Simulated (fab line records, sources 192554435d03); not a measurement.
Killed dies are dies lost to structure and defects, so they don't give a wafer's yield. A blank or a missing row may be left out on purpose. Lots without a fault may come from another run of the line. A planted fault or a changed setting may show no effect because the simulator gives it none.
fab line records | flow n5_finfet
record lots=6 wafers=18 last_day=18
route steps=1938 shown BEOL_M5@1123 PASSIVATION@1936
lots that met no fault: from a run of the same line without faults
start_h: hours from the record's first day to the start of the lot's first wafer shown | wait_h: hours since the lot's step before | " the same as in the row above | L1.1+2: a row that stands for several wafers | - no value, or no start given | * or withheld: withheld | < > ~ a bound
route shown NAME@n: a module of which the file shows steps, and the number in the route of the first | usual: mean/standard deviation of fault-free wafers | same: alike in all rows | chamber/n: place in a boat | sites: the reading at each site | _std_site: their standard deviation | _edge_site: outer sites' mean less inner sites' | radius_mm: how far each site lies from the wafer's centre | mask NAME#n: copy n | behind: the tool/chamber that last shaped the wafer | hold: why the lot was held/for how many hours/how that ended | device: the transistor (n, p or np) that didn't switch | end of line: the same wafers' tests at the end of the route | a step without rows: its recipe alone | killed: dies lost to structure and defects at the first sort, not the wafer's yield | map: a wafer's dies, x killed, . not, _ none there
set.NAME: the setting as run; set.NAME@STEP: as run at that earlier step | model.NAME: the simulator's own value behind a step, which no gauge read
lots at some steps of the route; a table a step, a row a wafer
services: from which hour (start_h, from the record's first day; less than 0 if before it) a tool's chamber was out of use, for how many hours, and why
## steps
# step N5_BEOL_M5_EXPOSE_08
# recipe mask_id=M5 na=0.33 source_shape=annular sigma_inner=0.4 sigma_outer=0.8 polarization=unpolarized target_cd_nm=28 dose_mj=35.75
# step N5_BEOL_M5_PEB_09
# recipe peb_temp_c=100 peb_time_s=60 resist=CAR-EUV
# step N5_BEOL_M5_DEVELOP_10
# recipe develop_time_s=30 developer=TMAH resist=CAR-EUV rinse_liquid=surfactant_rinse dry=air_spin dev_temp_c=23
# step N5_BEOL_M5_CD_MEAS_11
# recipe target_cd_nm=27.74 landing_energy_ev=500 detector=se_inlens
# usual cd_nm=27.97/0.25
# columns lot.wafer tool chamber start_h wait_h cd_nm
L904.1 cd_sem-03 0 236.58 - 28.22
L904.4 " 0 " " 28.14
L904.6 " 0 " " 27.72
L905.1 cd_sem-02 0 236.86 - 27.93
L905.2 " 0 " " 27.92
L905.4 " 0 " " 27.85
L907.1 cd_sem-02 0 258.76 - 28.08
L907.4 " 0 " " 27.90
L907.6 " 0 " " 28.05
L909.2 cd_sem-02 0 263.07 - 27.57
L909.3 " 0 " " 27.76
L909.4 " 0 " " 27.91
L915.1 cd_sem-01 0 314.96 - 27.94
L915.3 " 0 " " 28.00
L915.5 " 0 " " 28.11
L917.4 cd_sem-02 0 324.38 - 28.28
L917.5 " 0 " " 27.91
L917.6 " 0 " " 27.70
# step N5_BEOL_M5_OVL_MEAS_12
# recipe points_per_wafer=522
# usual M5_OVL=-0.2/0.68
# columns lot.wafer tool chamber start_h wait_h M5_OVL[nm]
L904.1 overlay-02 0 236.61 0.0 0.1
L904.4 " 0 " " 0.0
L904.6 " 0 " " 0.2
L905.1 overlay-02 0 236.89 0.0 0.2
L905.2 " 0 " " -0.7
L905.4 " 0 " " -0.2
L907.1 overlay-02 0 258.79 0.0 -0.4
L907.4 " 0 " " -0.7
L907.6 " 0 " " -0.3
L909.2 overlay-02 0 263.11 0.0 -0.7
L909.3 " 0 " " -0.2
L909.4 " 0 " " -0.4
L915.1 overlay-01 0 314.99 0.0 0.5
L915.3 " 0 " " -0.2
L915.5 " 0 " " 0.4
L917.4 overlay-02 0 324.43 0.0 0.2
L917.5 " 0 " " -0.2
L917.6 " 0 " " -0.2
# step N5_BEOL_M5_INSPECT_13
# recipe mode=adi inspect_instrument=brightfield
# usual raw_defect_count=472/110
# columns lot.wafer tool chamber start_h wait_h raw_defect_count
L904.1 defect_inspect-02 - 236.66 0.1 423
L904.4 " - " " 481
L904.6 " - " " 459
L905.1 defect_inspect-02 - 236.94 0.1 694
L905.2 " - " " 448
L905.4 " - " " 706
L907.1 defect_inspect-02 - 258.85 0.1 491
L907.4 " - " " 555
L907.6 " - " " 608
L909.2 defect_inspect-01 - 263.16 0.0 332
L909.3 " - " " 283
L909.4 " - " " 387
L915.1 defect_inspect-02 - 315.05 0.1 339
L915.3 " - " " 625
L915.5 " - " " 370
L917.4 defect_inspect-02 - 324.47 0.0 574
L917.5 " - " " 555
L917.6 " - " " 507
# step N5_BEOL_M5_DESCUM_16
# recipe chemistry=O2 time_s=7 source_power_w=50 bias_power_w=20 pressure_mtorr=20 rf_frequency_hz=2.712e+07 temp_c=40 resist=CAR-EUV o2_flow_sccm=225
# usual bias_power_w=20.00/0.062 drypump_motor_current_A=5.6/0.37 oes_product_au=0.81/0.082 rf_vpp_V=243.5/1.2 showerhead_plenum_p_Torr=2.12/0.049 throttle_valve_pct=20.41/0.19
# columns lot.wafer tool chamber start_h wait_h bias_power_w drypump_motor_current_A oes_product_au rf_hours_counter_h rf_vpp_V showerhead_plenum_p_Torr throttle_valve_pct
L904.1 rie_diel-05 1 236.70 0.0 20.07 5.6 0.74 170 243.0 2.11 20.53
L904.4 " 2 " " 19.98 5.5 0.87 58 243.7 2.15 20.48
L904.6 " 0 " " 20.09 6.2 0.72 - 243.5 2.15 20.63
L905.1 rie_diel-05 3 236.98 0.0 19.98 5.6 0.88 34 242.6 2.06 20.35
L905.2 " 0 " " 20.04 6.2 0.72 188 244.5 2.15 20.60
L905.4 " 1 " " 19.95 5.6 0.74 170 243.8 2.11 20.53
L907.1 rie_diel-02 1 259.07 0.2 20.07 4.9 0.94 16 243.3 2.12 20.05
L907.4 " 1 " " 20.02 4.9 0.94 - 244.4 2.12 20.05
L907.6 " 3 " " 19.90 5.2 0.70 - 245.5 2.16 20.67
L909.2 rie_diel-05 3 263.25 0.1 20.05 5.6 0.87 42 243.3 2.06 20.38
L909.3 " 0 " " 19.91 6.2 0.71 197 244.5 2.15 20.62
L909.4 " 2 " " 19.94 5.5 0.87 66 243.6 2.14 20.49
L915.1 rie_diel-02 1 315.39 0.3 19.99 4.9 0.90 32 242.9 2.12 20.07
L915.3 " 3 " " 20.00 5.1 0.68 209 245.8 2.16 20.68
L915.5 " 2 " " 20.04 5.6 0.71 - 244.5 2.09 20.37
L917.4 rie_diel-04 2 324.84 0.4 20.05 6.4 0.80 91 244.4 2.12 20.56
L917.5 " 3 " " 19.95 5.7 0.81 - 243.0 2.09 20.41
L917.6 " 2 " " 20.09 6.4 0.81 - 241.3 2.12 20.54
# step N5_BEOL_M5_ETCH_72
# recipe chemistry=N2/H2 target=underlayer target_depth_a=65 mask_material=CAR-EUV time_s=5.2 ion_energy_ev=200 pressure_mtorr=30 source_w=840 bias_w=150 n2_flow_sccm=200 h2_flow_sccm=200 ends=cleared
# usual drypump_motor_current_A=5.6/0.37 etch_rf_on_time_s=5.21/0.11 oes_product_au=0.69/0.068 rf_vpp_V=524.8/2.1 showerhead_plenum_p_Torr=2.57/0.073 throttle_valve_pct=17.83/0.26
# columns lot.wafer tool chamber start_h wait_h drypump_motor_current_A etch_rf_on_time_s oes_product_au rf_hours_counter_h rf_vpp_V showerhead_plenum_p_Torr throttle_valve_pct
L904.1 rie_diel-05 1 236.73 0.0 5.6 5.00 0.63 170 524.6 2.52 17.75
L904.4 " 2 " " 5.5 5.34 0.74 58 526.1 2.59 17.73
L904.6 " 0 " " 6.2 5.23 0.62 - 525.9 2.64 18.25
L905.1 rie_diel-05 3 237.01 0.0 5.6 5.15 0.75 34 522.5 2.47 17.43
L905.2 " 0 " " 6.2 5.26 0.61 188 526.8 2.64 18.23
L905.4 " 1 " " 5.6 5.06 0.63 170 521.3 2.52 17.73
L907.1 rie_diel-02 1 259.11 0.0 4.9 5.33 0.77 16 525.8 2.59 17.50
L907.4 " 1 " " 4.9 5.36 0.78 - 526.1 2.59 17.53
L907.6 " 3 " " 5.2 5.30 0.59 - 525.9 2.64 18.25
L909.2 rie_diel-05 3 263.28 0.0 5.6 5.14 0.74 42 523.3 2.46 17.44
L909.3 " 0 " " 6.2 5.24 0.61 197 526.3 2.63 18.25
L909.4 " 2 " " 5.5 5.31 0.72 66 524.8 2.59 17.76
L915.1 rie_diel-02 1 315.42 0.0 4.9 5.34 0.73 32 523.6 2.59 17.55
L915.3 " 3 " " 5.1 5.35 0.58 209 528.9 2.64 18.27
L915.5 " 2 " " 5.6 5.30 0.60 - 522.8 2.52 17.63
L917.4 rie_diel-04 2 324.87 0.0 6.4 5.17 0.70 91 526.4 2.58 18.13
L917.5 " 3 " " 5.7 5.33 0.69 - 524.0 2.59 18.08
L917.6 " 2 " " 6.4 5.12 0.71 - 524.8 2.58 18.13
# step N5_BEOL_M5_ETCH_61
# recipe chemistry=CF4 target=SiARC target_depth_a=156 mask_material=CAR-EUV time_s=26 ion_energy_ev=80 pressure_mtorr=40 source_w=545 bias_w=36 Ar_flow_sccm=100 cf4_flow_sccm=100 ends=cleared
# usual drypump_motor_current_A=5.6/0.37 etch_rf_on_time_s=26.1/0.47 oes_product_au=0.69/0.068 rf_vpp_V=184.3/1.1 showerhead_plenum_p_Torr=2.16/0.051 throttle_valve_pct=15.57/0.21
# columns lot.wafer tool chamber start_h wait_h drypump_motor_current_A etch_rf_on_time_s oes_product_au rf_hours_counter_h rf_vpp_V showerhead_plenum_p_Torr throttle_valve_pct
L904.1 rie_diel-05 1 236.75 0.0 5.6 25.4 0.63 170 184.0 2.14 15.60
L904.4 " 2 " " 5.5 26.3 0.73 58 185.5 2.17 15.48
L904.6 " 0 " " 6.2 26.3 0.62 - 185.9 2.21 15.92
L905.1 rie_diel-05 3 237.03 0.0 5.6 26.2 0.75 34 183.6 2.11 15.43
L905.2 " 0 " " 6.2 26.3 0.62 188 185.5 2.21 15.90
L905.4 " 1 " " 5.6 25.4 0.63 170 184.3 2.14 15.59
L907.1 rie_diel-02 1 259.12 0.0 5.0 26.6 0.78 16 184.2 2.18 15.28
L907.4 " 1 " " 4.9 26.7 0.78 - 184.7 2.18 15.28
L907.6 " 3 " " 5.2 26.7 0.59 - 184.7 2.21 15.87
L909.2 rie_diel-05 3 263.30 0.0 5.6 25.8 0.75 42 183.7 2.10 15.45
L909.3 " 0 " " 6.2 26.7 0.61 197 184.5 2.21 15.91
L909.4 " 2 " " 5.4 26.8 0.72 66 182.6 2.17 15.51
L915.1 rie_diel-02 1 315.44 0.0 4.9 26.8 0.75 32 185.1 2.18 15.31
L915.3 " 3 " " 5.2 26.6 0.59 209 184.4 2.21 15.92
L915.5 " 2 " " 5.6 26.6 0.61 - 183.6 2.13 15.55
L917.4 rie_diel-04 2 324.89 0.0 6.4 25.9 0.70 91 183.4 2.17 15.75
L917.5 " 3 " " 5.7 26.6 0.68 - 183.7 2.18 15.76
L917.6 " 2 " " 6.4 25.8 0.70 - 182.1 2.17 15.75
# step N5_BEOL_M5_ETCH_62
# recipe chemistry=N2/H2 target=SOC target_depth_a=750 overetch_a=150 mask_material=SiARC temp_c=40 time_s=112.5 ion_energy_ev=200 pressure_mtorr=30 source_w=840 bias_w=150 n2_flow_sccm=200 h2_flow_sccm=200
# usual drypump_motor_current_A=5.7/0.37 oes_product_au=0.64/0.062 rf_vpp_V=524.5/2.1 showerhead_plenum_p_Torr=2.57/0.073 throttle_valve_pct=17.79/0.27
# columns lot.wafer tool chamber start_h wait_h drypump_motor_current_A oes_product_au rf_hours_counter_h rf_vpp_V showerhead_plenum_p_Torr throttle_valve_pct
L904.1 rie_diel-05 1 236.78 0.0 5.6 0.57 170 524.3 2.52 17.70
L904.4 " 2 " " 5.5 0.68 58 524.8 2.59 17.71
L904.6 " 0 " " 6.2 0.58 - 527.7 2.64 18.17
L905.1 rie_diel-05 3 237.06 0.0 5.6 0.70 34 521.8 2.47 17.37
L905.2 " 0 " " 6.2 0.58 188 526.6 2.64 18.20
L905.4 " 1 " " 5.6 0.58 170 523.4 2.52 17.70
L907.1 rie_diel-02 1 259.15 0.0 4.9 0.73 16 525.7 2.59 17.47
L907.4 " 1 " " 4.9 0.73 - 525.0 2.59 17.47
L907.6 " 3 " " 5.2 0.56 - 526.1 2.65 18.20
L909.2 rie_diel-05 3 263.33 0.0 5.6 0.69 42 521.4 2.46 17.41
L909.3 " 0 " " 6.2 0.58 197 526.4 2.63 18.20
L909.4 " 2 " " 5.5 0.67 66 526.1 2.59 17.71
L915.1 rie_diel-02 1 315.47 0.0 4.9 0.71 32 525.8 2.59 17.50
L915.3 " 3 " " 5.2 0.54 209 524.7 2.64 18.22
L915.5 " 2 " " 5.6 0.57 - 523.6 2.52 17.58
L917.4 rie_diel-04 2 324.92 0.0 6.4 0.65 91 523.8 2.58 18.07
L917.5 " 3 " " 5.7 0.64 - 524.4 2.60 18.05
L917.6 " 2 " " 6.4 0.64 - 522.9 2.58 18.08
# step N5_BEOL_M5_STRIP_63
# recipe chemistry=N2/H2 temp_c=40 n2_flow_sccm=200 h2_flow_sccm=200 rf_frequency_hz=6e+07
# step N5_BEOL_M5_STRIP_73
# recipe chemistry=N2/H2 temp_c=40 n2_flow_sccm=200 h2_flow_sccm=200 rf_frequency_hz=6e+07
# step N5_BEOL_M5_STRIP_64
# recipe chemistry=CF4 resist=SiARC power_w=300 bias_power_w=75 pressure_mtorr=50 cf4_flow_sccm=150 rf_frequency_hz=6e+07
# usual bias_power_w=75.02/0.21 cf4_flow_sccm=150.0/0.47 drypump_motor_current_A=5.6/0.37 oes_product_au=0.80/0.077 rf_vpp_V=271.4/1.3 showerhead_plenum_p_Torr=1.81/0.044 throttle_valve_pct=13.53/0.21
# columns lot.wafer tool chamber start_h wait_h bias_power_w cf4_flow_sccm drypump_motor_current_A oes_product_au rf_hours_counter_h rf_vpp_V showerhead_plenum_p_Torr throttle_valve_pct model.SiARC_of_BEOL_M5_COAT_60.thk_nm
L904.1 rie_diel-05 1 236.90 0.0 - - - - - - - - 6.8
L904.4 " 2 " " - - - - - - - - 7
L904.6 " 0 " " - - - - - - - - 6.8
L905.1 rie_diel-05 3 237.18 0.0 - - - - - - - - 6.8
L905.2 " 0 " " - - - - - - - - 6.8
L905.4 " 1 " " - - - - - - - - 6.8
L907.1 rie_diel-02 1 259.28 0.0 75.01 149.9 4.9 0.92 16 272.0 1.83 13.23 0
L907.4 " 1 " " 75.43 149.7 4.9 0.91 - 270.7 1.83 13.23 0
L907.6 " 3 " " 74.87 149.8 5.2 0.69 - 273.2 1.85 13.87 0
L909.2 rie_diel-05 3 263.46 0.0 75.00 150.1 5.6 0.86 42 271.1 1.76 13.37 0
L909.3 " 0 " " 75.43 149.3 6.2 0.72 197 271.9 1.84 13.89 0
L909.4 " 2 " " 74.97 150.6 5.5 0.84 66 272.0 1.82 13.48 0
L915.1 rie_diel-02 1 315.59 0.0 75.04 149.4 4.9 0.88 32 272.5 1.83 13.28 0
L915.3 " 3 " " 75.03 149.5 5.2 0.68 209 273.7 1.85 13.89 0
L915.5 " 2 " " 74.96 150.2 5.6 0.72 - 270.9 1.79 13.62 0
L917.4 rie_diel-04 2 325.04 0.0 74.86 150.3 6.4 0.80 91 271.4 1.83 13.72 0
L917.5 " 3 " " 75.35 150.4 5.7 0.81 - 272.2 1.83 13.73 0
L917.6 " 2 " " 74.82 150.8 6.4 0.81 - 270.5 1.83 13.72 0
# step N5_BEOL_M5_HM_OPEN_17
# recipe chemistry=Cl2/BCl3 target_depth_a=200 overetch_a=60 target=TiN mask_material=SOC ion_energy_ev=150 pressure_mtorr=10 icp_w=1000 bias_w=126 Cl2_flow_sccm=53.25 bcl3_flow_sccm=21.75 Ar_flow_sccm=25
# usual drypump_motor_current_A=5.9/0.4 oes_product_au=0.65/0.065 throttle_valve_pct=22.23/0.3
# columns lot.wafer tool chamber start_h wait_h drypump_motor_current_A oes_product_au rf_hours_counter_h throttle_valve_pct model.SiARC_of_BEOL_M5_COAT_60.thk_nm
L904.1 rie_metal-03 0 236.95 0.0 6.6 0.71 28 22.16 0
L904.4 " 1 " " 5.9 0.67 - 22.07 0.6
L904.6 " 1 " " 5.9 0.68 - 22.07 0.4
L905.1 rie_metal-03 1 237.23 0.0 5.9 0.67 42 22.09 0.4
L905.2 " 0 " " 6.6 0.72 28 22.16 0.4
L905.4 " 0 " " 6.7 0.72 - 22.16 0.2
L907.1 rie_metal-02 1 259.32 0.0 5.3 0.58 84 22.12 0
L907.4 " 0 " " 5.6 0.65 - 22.37 0
L907.6 " 0 " " 5.6 0.65 - 22.37 0
L909.2 rie_metal-01 0 263.50 0.0 5.7 0.71 25 21.89 0
L909.3 " 1 " " 6.1 0.55 - 22.74 0
L909.4 " 0 " " 5.7 0.71 - 21.88 0
L915.1 rie_metal-01 1 315.63 0.0 6.1 0.54 104 22.80 0
L915.3 " 1 " " 6.1 0.54 - 22.76 0
L915.5 " 1 " " 6.1 0.54 - 22.76 0
L917.4 rie_metal-03 0 325.11 0.1 6.7 0.70 - 22.17 0
L917.5 " 1 " " 5.9 0.66 - 22.08 0
L917.6 " 0 " " 6.7 0.69 - 22.17 0
# step N5_BEOL_M5_STRIP_19
# recipe chemistry=O2 power_w=400 temp_c=40 pressure_mtorr=30 rf_frequency_hz=6e+07 bias_power_w=0 overash_fraction=0.2 o2_flow_sccm=225
# usual chamber_pressure_mTorr=30.001/0.03 drypump_motor_current_A=5.6/0.39 oes_product_au=0.82/0.082 rf_vpp_V=3.6/0.48 showerhead_plenum_p_Torr=2.13/0.048 throttle_valve_pct=16.62/0.21
# same bias_power_w=0
# columns lot.wafer tool chamber start_h wait_h chamber_pressure_mTorr drypump_motor_current_A oes_product_au rf_hours_counter_h rf_vpp_V showerhead_plenum_p_Torr throttle_valve_pct
L904.1 rie_diel-04 1 237.06 0.1 30.001 5.3 0.91 27 3.9 2.03 16.36
L904.4 " 3 " " 29.975 5.7 0.85 54 2.9 2.11 16.60
L904.6 " 2 " " 30.013 6.4 0.84 - 3.3 2.13 16.71
L905.1 rie_diel-02 1 237.34 0.1 30.065 4.9 0.96 8 4.1 2.13 16.26
L905.2 " 0 " " 29.950 5.4 0.95 17 3.1 2.23 16.24
L905.4 " 1 " " 30.023 4.9 0.96 - 4.2 2.13 16.25
L907.1 rie_diel-02 0 259.43 0.1 29.969 5.4 0.91 24 3.8 2.22 16.25
L907.4 " 0 " " 30.040 5.4 0.91 - 3.7 2.22 16.27
L907.6 " 3 " " 29.975 5.2 0.69 - 3.6 2.17 16.90
L909.2 rie_diel-02 2 263.76 0.2 30.010 5.6 0.74 182 3.1 2.10 16.62
L909.3 " 1 " " 30.026 4.9 0.93 18 3.6 2.12 16.27
L909.4 " 3 " " 29.998 5.2 0.69 197 3.3 2.17 16.93
L915.1 rie_diel-05 3 315.75 0.1 29.968 5.6 0.84 60 2.5 2.05 16.58
L915.3 " 2 " " 29.990 5.5 0.84 84 2.8 2.14 16.71
L915.5 " 2 " " 29.976 5.5 0.85 - 3.5 2.14 16.71
L917.4 rie_diel-05 0 325.19 0.1 29.997 6.2 0.69 218 3.3 2.15 16.99
L917.5 " 1 " " 30.007 5.6 0.73 - 3.3 2.10 16.79
L917.6 " 0 " " 29.971 6.2 0.70 - 4.3 2.15 16.97
# step N5_PASSIVATION_PROBE_49
# usual defect_limited_yield=91.4/1.5 killed_at_M0_to_M3=34/10 killed_at_M4_up=15/6 killed_at_contacts=12/6 killed_at_front_end=37/11 killed_at_other=3.3/2.8 killed_dies=101/18 killed_open=66/14 killed_short=33/7.8 sort_bin_5_function=5.0/0.97 sort_bin_6_memory=3.2/0.72 sort_n_pass=1079/18 sort_yield_pct=91.4/1.5
# same gross_dies=1180 killed_at_back_side=0 sort_bin_4_leakage[%]=0 sort_bin_8_speed[%]=0
# columns lot.wafer tool chamber start_h wait_h defect_limited_yield[%] killed_at_M0_to_M3 killed_at_M4_up killed_at_contacts killed_at_front_end killed_at_other killed_dies killed_open killed_short sort_bin_5_function[%] sort_bin_6_memory[%] sort_n_pass sort_yield_pct[%]
L905.1 prober-01 - 347.92 0.0 92.1 20 17 4 48 4 93 55 28 4.0 3.0 1087 92.1
# killed by level:class
L905.1 FIN_SAQP:geometric_particle:open=11 BEOL_M4:geometric_particle:open=11 STI_FIN_REVEAL:geometric_particle:open=10 HKMG_FIN:area_etch=10 BEOL_M0_SAQP:geometric_particle:short=7 BEOL_M0_SAQP:geometric_particle:open=6 STI_FIN_REVEAL:geometric_particle:short=5 MOL_CONTACT_COAG:geometric_particle:open=4
## services
# columns tool chamber start_h hours kind
rie_metal-02 1 228.40 16.7 repair
rie_diel-02 3 264.08 11.4 repair
rie_diel-02 - 271.71 2.8 pm
rie_metal-02 1 285.23 5.5 repair
rie_diel-02 - 300.28 4.0 repair
rie_metal-03 - 310.55 1.4 pm
rie_diel-02 0 322.58 9.6 repair
## key
first_sign step=N5_BEOL_M5_STRIP_64 reading=tool_record direction=missing
effect none on later readings
model_effect step=N5_BEOL_M5_STRIP_64 value=SiARC_of_BEOL_M5_COAT_60.thk_nm without=0 struck=6.833
model_effect step=N5_BEOL_M5_HM_OPEN_17 value=SiARC_of_BEOL_M5_COAT_60.thk_nm without=0 struck=0.3333
met_at N5_BEOL_M5_STRIP_64
struck_wafers L904.1,L904.4,L904.6,L905.1,L905.2,L905.4
baseline_loss step=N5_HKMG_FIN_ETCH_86 wafers=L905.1
fault kind=skipped_step_whole tool=rie_diel-05 chamber=- onset_h=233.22 steps=N5_BEOL_M5_STRIP_64 scope=struck_lots_only
# baseline_loss: these wafers lose ten dies or more at that step, a loss of the line's own and not of a fault; the sort's usual values leave them out
